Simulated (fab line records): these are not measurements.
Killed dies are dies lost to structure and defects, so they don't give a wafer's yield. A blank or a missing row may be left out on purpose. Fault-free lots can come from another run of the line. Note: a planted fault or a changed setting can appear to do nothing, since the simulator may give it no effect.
Matching of chambers	flow nand_harc	3 sister chambers for NHARC_P_GATE_DEP_103 on pecvd-03
The step deposits SiON, target thk 30 nm. 6 wafers are shown with their chamber, then 7 later ones without.

== WAFERS, EACH WITH ITS CHAMBER ==
wafer	chamber	heater_power_w (W)
L789.4	1	910
L790.3	2	523
L790.4	1	917
L790.6	0	800
L792.1	2	595
L792.4	0	817

== WAFERS WITH NO CHAMBER GIVEN ==
wafer	heater_power_w (W)
L792.5	938
L794.3	734
L794.4	637
L794.5	937
L801.3	873
L801.4	907
L801.6	739

== WHICH CHAMBER EACH ONE RAN IN ==
wafer	from the rows above	in truth
L792.5	1	1
L794.3	0	0
L794.4	2	2
L794.5	1	1
L801.3	can't be placed: 1 or 0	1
L801.4	1	1
L801.6	0	0
Correctly placed: 6 of 7. Unplaceable from these rows: 1, with the true chamber sitting among the candidates in 1. 0 placed wrongly.
How it was worked out, from the rows above alone: a wafer's distance from a chamber is the root of the sum, over the readings, of the square of ((its reading less the chamber's mean) divided by the reading's scatter). If the next closest chamber is less than 2 further off than the closest, the wafer can't be placed; otherwise it belongs to the closest. A chamber's mean is the mean of its shown wafers. The scatter: the root of (the sum of the squares of (reading less its chamber's mean) over the shown wafers, divided by (wafers less chambers)).
